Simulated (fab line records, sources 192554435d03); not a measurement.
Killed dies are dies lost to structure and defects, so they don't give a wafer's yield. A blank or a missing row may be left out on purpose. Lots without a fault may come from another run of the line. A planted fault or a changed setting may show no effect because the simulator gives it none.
Which tool did it? | flow n5_finfet | 12 lots, 33 wafers sampled, at 5 steps of a route of 1938

WHAT THE GAUGES READ, wafer by wafer
The record holds no reading of a measuring or inspecting step that can be judged against a usual standard deviation.

WHICH TOOL RAN EACH LOT (tool, then ch and the chambers of the sampled wafers, then the start)
lot  | N5_BEOL_M5_ETCH_68                 | N5_BEOL_M5_ALD_86                   | N5_BEOL_M5_ANNEAL_49         | N5_BEOL_M5_ANNEAL_82         | N5_PASSIVATION_PROBE_49
L115 | rie_diel-06 ch 0,2,3, day 7 20:58  | ald_metal-01 ch 1,2,3, day 7 23:02  | pvd_sputter-02, day 7 23:38  | pvd_sputter-02, day 8 00:43  | prober-02, day 12 02:22
L117 | rie_diel-06 ch 2,3, day 8 02:47    | ald_metal-04 ch 0,1,2, day 8 04:36  | pvd_sputter-03, day 8 05:16  | pvd_sputter-03, day 8 06:21  | prober-01, day 12 10:21
L121 | rie_diel-06 ch 1,3, day 10 05:01   | ald_metal-04 ch 1,2,3, day 10 06:22 | pvd_sputter-03, day 10 06:56 | pvd_sputter-03, day 10 08:02 | -
L124 | rie_diel-05 ch 0,2,3, day 10 13:41 | ald_metal-02 ch 0,2, day 10 16:13   | pvd_sputter-02, day 10 17:24 | pvd_sputter-02, day 10 18:29 | prober-01, day 14 16:19
L125 | rie_diel-03 ch 0,1,2, day 11 10:06 | ald_metal-04 ch 1,2,3, day 11 12:47 | pvd_sputter-01, day 11 13:28 | pvd_sputter-01, day 11 14:33 | prober-02, day 15 08:03
L126 | rie_diel-05 ch 1,3, day 11 20:53   | ald_metal-04 ch 0,3, day 11 22:13   | pvd_sputter-01, day 12 00:23 | pvd_sputter-01, day 12 01:28 | prober-02, day 15 20:38
L128 | rie_diel-05 ch 0,3, day 12 11:57   | ald_metal-04 ch 1,3, day 12 13:12   | pvd_sputter-03, day 12 13:46 | pvd_sputter-03, day 12 14:51 | prober-01, day 16 12:03
L129 | rie_diel-05 ch 1,2, day 12 16:04   | ald_metal-04 ch 2, day 12 17:25     | pvd_sputter-02, day 12 18:13 | pvd_sputter-02, day 12 19:19 | prober-02, day 16 10:56
L133 | rie_diel-03 ch 0,3, day 13 00:08   | ald_metal-01 ch 0,1,3, day 13 01:11 | pvd_sputter-03, day 13 02:05 | pvd_sputter-03, day 13 03:10 | -
L135 | rie_diel-03 ch 1,2,3, day 13 21:41 | ald_metal-02 ch 0,1,3, day 13 22:51 | pvd_sputter-03, day 13 23:38 | pvd_sputter-03, day 14 00:43 | -
L136 | rie_diel-05 ch 0,2,3, day 14 01:17 | ald_metal-02 ch 0,2, day 14 02:25   | pvd_sputter-01, day 14 02:57 | pvd_sputter-01, day 14 04:02 | -
L137 | rie_diel-06 ch 1,2,3, day 14 23:43 | ald_metal-02 ch 0,1,3, day 15 00:59 | pvd_sputter-02, day 15 01:49 | pvd_sputter-02, day 15 02:54 | prober-01, day 19 14:55
- N5_BEOL_M5_ETCH_68: etches SOC in N2/H2, target depth 80 nm, overetch 16 nm, time 120 s.
- N5_BEOL_M5_ALD_86: deposits TaN, pulse time 2 s, purge time 3 s, co reactant purge time 2 s.
- N5_BEOL_M5_ANNEAL_49: time 1800 s.
- N5_BEOL_M5_ANNEAL_82: time 1800 s.
- N5_PASSIVATION_PROBE_49

WHAT THE TOOLS THEMSELVES READ (means of the sampled wafers that have a number; where no wafer has one, the mark that the record gives instead)
N5_BEOL_M5_ETCH_68. Usual: drypump_motor_current_A 5.4 A, standard deviation 0.39; h2_flow_sccm 200.0 sccm, standard deviation 0.6; oes_product_au 0.60 a.u., standard deviation 0.058; rf_vpp_V 523.8 V, standard deviation 1.8; showerhead_plenum_p_Torr 2.54 Torr, standard deviation 0.058; throttle_valve_pct 17.82 %, standard deviation 0.24.
lot  | tool        | drypump_motor_current_A (A) | h2_flow_sccm (sccm) | oes_product_au (a.u.) | rf_vpp_V (V) | showerhead_plenum_p_Torr (Torr) | throttle_valve_pct (%) | flag
L115 | rie_diel-06 | 5.5                         | 200.4               | 0.57                  | 523.6        | 2.53                            | 17.98                  |
L117 | rie_diel-06 | 5.4                         | 199.7               | 0.55                  | 523.1        | 2.52                            | 18.00                  |
L121 | rie_diel-06 | 5.4                         | 200.4               | 0.72                  | 524.9        | 2.56                            | 17.63                  |
L124 | rie_diel-05 | 5.4                         | 200.1               | 0.57                  | 524.5        | 2.54                            | 17.93                  |
L125 | rie_diel-03 | 5.7                         | 200.0               | 0.61                  | 524.5        | 2.55                            | 17.57                  |
L126 | rie_diel-05 | 5.2                         | 198.9               | 0.61                  | 523.2        | 2.50                            | 17.55                  |
L128 | rie_diel-05 | 5.2                         | 199.8               | 0.55                  | 523.2        | 2.52                            | 17.83                  |
L129 | rie_diel-05 | 5.3                         | 200.4               | 0.61                  | 522.1        | 2.51                            | 17.84                  |
L133 | rie_diel-03 | 5.9                         | 200.4               | 0.63                  | 522.8        | 2.51                            | 17.72                  |
L135 | rie_diel-03 | 5.4                         | 200.5               | 0.56                  | 525.7        | 2.56                            | 17.81                  |
L136 | rie_diel-05 | 5.4                         | 200.1               | 0.56                  | 523.6        | 2.53                            | 17.96                  |
L137 | rie_diel-06 | 5.5                         | 199.8               | 0.64                  | 524.5        | 2.57                            | 17.78                  |

N5_BEOL_M5_ALD_86. Usual: chamber_pressure_Torr 3.000 Torr, standard deviation 0.0066; heater_power_w 434 W, standard deviation 44.
lot  | tool         | chamber_pressure_Torr (Torr) | heater_power_w (W) | flag
L115 | ald_metal-01 | 2.995                        | 437                |
L117 | ald_metal-04 | 2.999                        | 458                |
L121 | ald_metal-04 | 3.003                        | 435                |
L124 | ald_metal-02 | 3.001                        | 422                |
L125 | ald_metal-04 | 2.995                        | 433                |
L126 | ald_metal-04 | 3.006                        | 396                |
L128 | ald_metal-04 | 3.001                        | 398                |
L129 | ald_metal-04 | 2.989                        | 500                |
L133 | ald_metal-01 | 3.006                        | 439                |
L135 | ald_metal-02 | 3.000                        | 419                |
L136 | ald_metal-02 | 3.008                        | 425                |
L137 | ald_metal-02 | 2.996                        | 417                |

N5_BEOL_M5_ANNEAL_49. Usual: heater_power_w 820 W, standard deviation 80.
lot  | tool           | heater_power_w (W) | flag
L115 | pvd_sputter-02 | 852                |
L117 | pvd_sputter-03 | 814                |
L121 | pvd_sputter-03 | 848                |
L124 | pvd_sputter-02 | 776                |
L125 | pvd_sputter-01 | 781                |
L126 | pvd_sputter-01 | 738                |
L128 | pvd_sputter-03 | 852                |
L129 | pvd_sputter-02 | 860                |
L133 | pvd_sputter-03 | 838                |
L135 | pvd_sputter-03 | 855                |
L136 | pvd_sputter-01 | 770                |
L137 | pvd_sputter-02 | 861                |

N5_BEOL_M5_ANNEAL_82. Usual: heater_power_w 817 W, standard deviation 79.
lot  | tool           | heater_power_w (W) | flag
L115 | pvd_sputter-02 | 850                |
L117 | pvd_sputter-03 | 795                |
L121 | pvd_sputter-03 | 841                |
L124 | pvd_sputter-02 | 779                |
L125 | pvd_sputter-01 | 774                |
L126 | pvd_sputter-01 | 738                |
L128 | pvd_sputter-03 | 820                |
L129 | pvd_sputter-02 | 856                |
L133 | pvd_sputter-03 | 823                |
L135 | pvd_sputter-03 | 848                |
L136 | pvd_sputter-01 | 755                |
L137 | pvd_sputter-02 | 874                |

N5_PASSIVATION_PROBE_49. Usual: defect_limited_yield 91.2 %, standard deviation 1.4; killed_at_M0_to_M3 34, standard deviation 10; killed_at_M4_up 13, standard deviation 5.1; killed_at_contacts 12, standard deviation 6.5; killed_at_front_end 41, standard deviation 11; killed_at_other 4, standard deviation 3.3; killed_dies 104, standard deviation 16; killed_on_rim 14, standard deviation 3.9; killed_open 69, standard deviation 13; killed_short 33, standard deviation 7; sort_bin_5_function 5.1 %, standard deviation 0.91; sort_bin_6_memory 3.3 %, standard deviation 0.69; sort_n_pass 1076, standard deviation 16; sort_yield_pct 91.2 %, standard deviation 1.4.
lot  | tool      | defect_limited_yield (%) | killed_at_M0_to_M3 | killed_at_M4_up | killed_at_contacts | killed_at_front_end | killed_at_other | killed_dies | killed_on_rim | killed_open | killed_short | sort_bin_5_function (%) | sort_bin_6_memory (%) | sort_n_pass | sort_yield_pct (%) | flag
L115 | prober-02 | 91.8                     | 26                 | 16              | 17                 | 35                  | 2               | 96          | 12            | 64          | 31           | 4.8                     | 3.1                   | 1084        | 91.8               |
L117 | prober-01 | 91.5                     | 37                 | 7               | 16                 | 39                  | 2               | 101         | 11            | 69          | 32           | 5.0                     | 3.3                   | 1079        | 91.5               |
L124 | prober-01 | 92.6                     | 36                 | 8               | 13                 | 28                  | 3               | 88          | 14            | 60          | 26           | 4.3                     | 2.6                   | 1092        | 92.6               |
L125 | prober-02 | 92.0                     | 33                 | 14              | 12                 | 32                  | 3               | 94          | 15            | 65          | 29           | 4.9                     | 3.0                   | 1086        | 92.0               |
L126 | prober-02 | 91.7                     | 40                 | 18              | 7                  | 30                  | 2               | 98          | 16            | 61          | 34           | 4.8                     | 3.1                   | 1082        | 91.7               |
L128 | prober-01 | 90.9                     | 36                 | 9               | 17                 | 38                  | 6               | 106         | 12            | 58          | 48           | 5.0                     | 3.7                   | 1074        | 90.9               |
L129 | prober-02 | 91.8                     | 30                 | 10              | 14                 | 40                  | 4               | 97          | 16            | 54          | 42           | 5.1                     | 2.9                   | 1083        | 91.8               |
L137 | prober-01 | 89.5                     | 33                 | 14              | 18                 | 46                  | 13              | 124         | 15            | 81          | 43           | 6.3                     | 3.9                   | 1056        | 89.5               |

THE ANSWER, worked out from the rows above alone
Rule: a lot is off if the mean of its wafers that have a number lies more than 3 standard deviations from the usual mean. A lot without any number at a reading at which 4 lots or more have one is off too. The other lots that the step has rows for count as sound. The gauges are gone through in route order, then the tools' own readings, and for those a lot's mean is taken as printed above. The first step at which some lot is off is used, and at that step the reading that is off furthest; a lot without a number counts as furthest.
No lot is off at any reading shown: from this, nothing can be told.

WHAT THE SIMULATOR HAD PUT IN
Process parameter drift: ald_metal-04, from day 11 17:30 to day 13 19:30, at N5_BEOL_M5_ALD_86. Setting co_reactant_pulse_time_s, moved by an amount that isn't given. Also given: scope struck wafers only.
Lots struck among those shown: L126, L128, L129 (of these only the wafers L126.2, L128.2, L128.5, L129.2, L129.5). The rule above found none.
